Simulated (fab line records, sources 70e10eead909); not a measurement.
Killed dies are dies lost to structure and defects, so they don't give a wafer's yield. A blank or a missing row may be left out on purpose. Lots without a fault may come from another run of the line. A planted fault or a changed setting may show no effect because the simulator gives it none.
Chamber matching | flow nand_harc | NHARC_P_M1_DEP_33 on pecvd-02: 3 sister chambers
The step deposits SiCN, target thk 30 nm. 6 wafers are shown with their chamber, then 9 later ones without.

WAFERS WITH THEIR CHAMBER
wafer  | chamber | heater_power_w (W) | heater_power_outer_w (W)
L090.1 | 0       | 593                | 351
L090.2 | 2       | 646                | 344
L090.3 | 1       | 604                | 354
L092.3 | 0       | 582                | 336
L092.4 | 1       | 627                | 345
L092.5 | 2       | 589                | 290

WAFERS WITHOUT THEIR CHAMBER
wafer  | heater_power_w (W) | heater_power_outer_w (W)
L091.2 | 567                | 295
L091.3 | 519                | 277
L091.6 | 593                | 297
L093.2 | 614                | 308
L093.3 | 612                | 309
L093.5 | 580                | 328
L096.1 | 622                | 308
L096.3 | 615                | 335
L096.5 | 621                | 327

WHICH CHAMBER EACH WENT THROUGH
wafer  | from the rows above          | in truth
L091.2 | can't be placed: 2 or 0 or 1 | 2
L091.3 | can't be placed: 0 or 2 or 1 | 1
L091.6 | can't be placed: 2 or 0 or 1 | 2
L093.2 | can't be placed: 2 or 1 or 0 | 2
L093.3 | can't be placed: 2 or 1 or 0 | 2
L093.5 | can't be placed: 0 or 2 or 1 | 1
L096.1 | can't be placed: 2 or 1 or 0 | 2
L096.3 | can't be placed: 1 or 2 or 0 | 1
L096.5 | can't be placed: 2 or 1 or 0 | 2
Placed correctly: 0 of 9. Can't be placed from these rows: 9 (the true chamber is among the candidates in 9). Placed wrongly: 0.
How it was worked out, from the rows above alone: a wafer's distance from a chamber is the root of the sum, over the readings, of the square of ((its reading less the chamber's mean) divided by the reading's scatter). The wafer belongs to the nearest chamber; if the next one is less than 2 further off, it can't be placed. A chamber's mean is the mean of its shown wafers. The scatter: the root of (the sum of the squares of (reading less its chamber's mean) over the shown wafers, divided by (wafers less chambers)).
